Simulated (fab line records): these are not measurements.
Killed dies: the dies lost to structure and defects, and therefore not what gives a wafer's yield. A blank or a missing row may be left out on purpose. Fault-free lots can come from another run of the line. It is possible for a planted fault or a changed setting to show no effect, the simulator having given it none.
Comparing a struck lot with a sound one :: flow nandHarc :: 37 steps out of a route of 1302
Sound: the wafers L884.1, L884.3, L884.6. Wafers struck: L875.1, L875.2, L875.4. The cause is given at the end.
Order at every step that has rows: each side's tool, ch and its chambers, its first start. Under that, the readings that differ: sound wafers :: struck wafers :: difference of the means :: sigmas: that difference in standard deviations of wafers without a fault.
alike: same words and numbers on both sides, and readings whose means sit less than 2 such deviations apart. not compared: any withheld reading, any reading some wafer has no value for, any bound like >300 that may hide the same value, and any number with overlapping values for which the record gives no deviation.
A row with sigmas, a row that says differs or no value, or rows on one side alone: a step with any of these is where the two part. Numbers that don't overlap but have no deviation are shown without sigmas and don't part them. A reading that every wafer of one side lacks parts them only if that side has two wafers or more.

first, 10 steps without rows for these wafers: NHARC_P_CONTACT_CVD_23 (deposits W, target thk 200 nm, time 557 s); NHARC_P_CONTACT_CMP_24 (polishes, t overpolish 30 s, target thk 200 nm); NHARC_P_CONTACT_SRD_26; NHARC_P_M0_DEP_00 (deposits SiOC, target thk 150 nm); NHARC_P_M0_DEHYDRATE_01 (time 120 s); NHARC_P_M0_HMDS_02 (time 30 s); NHARC_P_M0_COAT_33 (time 65 s); NHARC_P_M0_COAT_03 (resist thk 90 nm); NHARC_P_M0_SOFTBAKE_04 (time 55 s); NHARC_P_M0_EBR_05.
NHARC_P_M0_EXPOSE_06: exposes mask P M0, target cd 90 nm.
  sound on arfiScanner-01 ch 0, day 14 09:00; struck on arfiScanner-02 ch 0, day 10 13:07
reading: exposureDoseMJCm2
sound: 82.8 82.7 82.7
struck: 98.9 98.9 98.9
difference: +16.2
sigmas: +24
  alike: mask
then, 2 steps without rows for these wafers: NHARC_P_M0_PEB_07 (peb time 65 s); NHARC_P_M0_DEVELOP_08 (develop time 35 s).
NHARC_P_M0_CD_MEAS_09: target cd 90 nm.
  sound on cdSem-02 ch 0, day 14 09:08; struck on cdSem-03 ch 0
reading: cdNm (nm)
sound: 89.7 89.4 89.8
struck: 101.3 101.9 101.6
difference: +12.0
sigmas: +19
  not compared: hold
NHARC_P_M0_OVL_MEAS_10: pitch 180 nm.
  sound: overlay-02 at day 14 09:14; struck: overlay-01 at day 10 20:23
reading: hold
sound: - - -
struck: awaitDispo/6.9h/release awaitDispo/6.9h/release awaitDispo/6.9h/release
difference: no value on the sound wafers
sigmas: 
  alike: overlayXNm, overlayYNm
NHARC_P_M0_DESCUM_14: chemistry O2, time 3 s.
  sound on rieDiel-05 ch 0,1, day 14 09:20; struck on rieDiel-05 ch 1,2,3, day 10 22:36
reading: model.P_M0.cdNm (nm)
sound: 90.36 89.65 90.54
struck: 100.6 101.4 100.7
difference: +10.7
sigmas: 
  alike: drypumpMotorCurrentA, o2FlowSccm, oesProductAu, rfVppV, showerheadPlenumPTorr, throttleValvePct
  not compared: rfHoursCounterH
then, 1 step without rows for these wafers: NHARC_P_M0_ETCH_34 (etches the open film in N2/H2, target depth 40 nm, overetch 12 nm, time 43.94 s).
NHARC_P_M0_ETCH_15: etches the open film in C4F8/Ar, target depth 150 nm, overetch 15 nm, time 82.5 s.
  sound on rieDiel-05 ch 0,1; struck on rieDiel-01 ch 0,1,2, day 10 23:07
reading: model.P_M0.cdNm (nm)
sound: 89.5 89.45 89.94
struck: 100.3 101.4 100.9
difference: +11.2
sigmas: 
  alike: biasW, oesProductAu, rfVppV
  not compared: rfHoursCounterH
NHARC_P_M0_CD_MEAS_16:
  sound: cdSem-02 at day 14 09:37; struck: cdSem-01 at day 10 23:25
reading: cdNm (nm)
sound: 89.5 88.9 90.2
struck: 100.5 101.7 101.0
difference: +11.5
sigmas: +15
  not compared: hold
NHARC_P_M0_STRIP_18: strips in N2/H2.
  sound on rieDiel-05 ch 0,2,3, day 14 09:45; struck on rieDiel-01 ch 0,1,2, day 11 06:40
reading: hold
sound: - - -
struck: awaitDispo/7.2h/release awaitDispo/7.2h/release awaitDispo/7.2h/release
difference: no value on the sound wafers
sigmas: 
  alike: drypumpMotorCurrentA, oesProductAu, rfVppV, showerheadPlenumPTorr, throttleValvePct
  not compared: rfHoursCounterH
then, 17 steps without rows for these wafers: NHARC_P_M0_STRIP_19 (strips in post etch residue remover, time 600 s); NHARC_P_M0_DEGAS_28 (time 60 s); NHARC_P_M0_PRE_CLEAN_29 (time 30 s); NHARC_P_M0_PVD_20 (deposits TaN, target thk 5 nm, time 8.06 s); NHARC_P_M0_PVD_21 (deposits Cu, target thk 30 nm, time 20.49 s); NHARC_P_M0_ECD_22 (material Cu, target thk 400 nm); NHARC_P_M0_ANNEAL_30 (time 90 s); NHARC_P_M0_CMP_23 (polishes, t overpolish 20 s, target thk 117.54 nm); NHARC_P_M0_SRD_25; NHARC_P_M0_PRE_CLEAN_31 (time 12 s); NHARC_P_M0_DEP_32 (deposits SiCN, target thk 30 nm); NHARC_P_M1_DEP_00 (deposits SiOC, target thk 182.5 nm); NHARC_P_M1_DEHYDRATE_01 (time 120 s); NHARC_P_M1_HMDS_02 (time 30 s); NHARC_P_M1_COAT_34 (time 65 s); NHARC_P_M1_COAT_03 (resist thk 90 nm); NHARC_END_SORT_01.

## WHERE THEY PART
First at NHARC_P_M0_EXPOSE_06; last, within this record, at NHARC_P_M0_STRIP_18.

WHY: what had been put in by the simulator
Process parameters drifting: arfiScanner-02 at NHARC_P_M0_EXPOSE_06, beginning at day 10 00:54. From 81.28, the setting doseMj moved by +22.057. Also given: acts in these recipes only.
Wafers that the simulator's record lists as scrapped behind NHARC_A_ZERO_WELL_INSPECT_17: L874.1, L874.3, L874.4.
